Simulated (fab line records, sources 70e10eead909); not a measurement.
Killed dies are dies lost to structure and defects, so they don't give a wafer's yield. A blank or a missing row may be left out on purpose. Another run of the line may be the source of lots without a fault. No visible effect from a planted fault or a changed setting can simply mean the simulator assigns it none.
Struck lot and sound lot, side by side || flow nand_harc || 14 steps out of a route of 1302
Sound: these wafers, L918.1, L918.5, L918.6. Struck: wafers L936.1, L936.3, L936.6. At the end, the cause is stated.
Per side, at each step with rows, come the tool, then ch with its chambers, and then its first start. Under that, the readings that differ: sound wafers || struck wafers || difference of the means || sigmas: that difference in standard deviations of wafers without a fault.
alike: readings whose means differ by less than 2 such deviations, and words and numbers that are the same on both sides. not compared: withheld readings, readings that some wafer has no value for, bounds like >300 that may hide the same value, and numbers for which the record gives no deviation and whose values overlap.
Wherever a step has rows on one side only, a row that says differs or no value, or a row with sigmas, the two part there. Numbers that have no deviation but don't overlap get no sigmas and don't part them. A reading missing from all wafers of one side parts the sides only when that side holds two or more wafers.

NHARC_A_CHANNEL_HOLE_D1_ETCH_44: etches the open film in CF4/O2, target depth 140 nm, overetch 14 nm, time 77 s.
  sound on rie_diel-05 ch 0,1,3, day 9 12:31; struck on rie_diel-01 ch 1,2, day 16 07:14
  alike: drypump_motor_current_A, mfc_ar_sccm, oes_product_au, rf_fwd_power_W, rf_vpp_V, showerhead_plenum_p_Torr, throttle_valve_pct
  not compared: rf_hours_counter_h
NHARC_A_CHANNEL_HOLE_D1_STRIP_27: strips in O2.
  sound on rie_diel-05 ch 0,2,3; struck on rie_diel-01 ch 2,3
  alike: drypump_motor_current_A, mfc_ar_sccm, oes_product_au, rf_vpp_V, showerhead_plenum_p_Torr, throttle_valve_pct
  not compared: rf_hours_counter_h
then, 2 steps without rows for these wafers: NHARC_A_CHANNEL_HOLE_D1_PRECLEAN_28 (cleans in SC1); NHARC_A_CHANNEL_HOLE_D1_SRD_29.
NHARC_A_CHANNEL_HOLE_D1_CD_MEAS_30:
  sound on cd_sem-03 at day 9 13:18; struck on cd_sem-02 at day 16 08:02
  alike: cd_nm
NHARC_A_CHANNEL_HOLE_D1_XSEM_31:
  sound on xsem-02 ch 0, day 9 13:23; struck on xsem-02 ch 0, day 16 08:08
  alike: bot_cd_nm, bow_nm, tilt_deg
NHARC_A_CHANNEL_HOLE_D1_INSPECT_40:
  sound on defect_inspect-01 at day 9 13:29; struck on defect_inspect-02 at day 16 08:14
  alike: raw_defect_count
then, 3 steps without rows for these wafers: NHARC_A_CHANNEL_FILL_D1_PRECLEAN_00 (cleans in SC1); NHARC_A_CHANNEL_FILL_D1_SRD_01; NHARC_A_CHANNEL_FILL_D1_ALD_02 (deposits SiO2, target thk 6 nm, pulse time 10 s, ald cycles 60).
NHARC_A_CHANNEL_FILL_D1_ALD_03: deposits SiNx, target thk 6 nm, pulse time 60 s, ald cycles 58.
  sound on ald_sin_batch-02 ch 0; struck on ald_sin_batch-03 ch 0
  alike: ald_cycles, precursor_pulse_height_rel
then, 1 step without rows for these wafers: NHARC_A_CHANNEL_FILL_D1_ALD_14 (deposits SiO2, target thk 2.5 nm, pulse time 10 s, ald cycles 25).
NHARC_A_CHANNEL_FILL_D1_ALD_15: deposits SiNx, target thk 2 nm, pulse time 60 s, ald cycles 19.
  sound on ald_sin_batch-03 ch 0, day 9 23:12; struck on ald_sin_batch-01 ch 0, day 16 19:21
{"reading": "ald_cycles", "sound": "19 19 19", "struck": "15 15 15", "difference": -4, "sigmas": ""}
  alike: precursor_pulse_height_rel
NHARC_A_CHANNEL_FILL_D1_ALD_16: deposits SiO2, target thk 1.5 nm, pulse time 10 s, ald cycles 15.
  sound on ald_hk-04 ch 1,2, day 10 01:18; struck on ald_hk-04 ch 1,2, day 16 21:26
  alike: ald_cycles, heater_power_w, precursor_pulse_height_rel

## WHERE THEY PART
Nowhere in this record.

WHY: what had been put in by the simulator
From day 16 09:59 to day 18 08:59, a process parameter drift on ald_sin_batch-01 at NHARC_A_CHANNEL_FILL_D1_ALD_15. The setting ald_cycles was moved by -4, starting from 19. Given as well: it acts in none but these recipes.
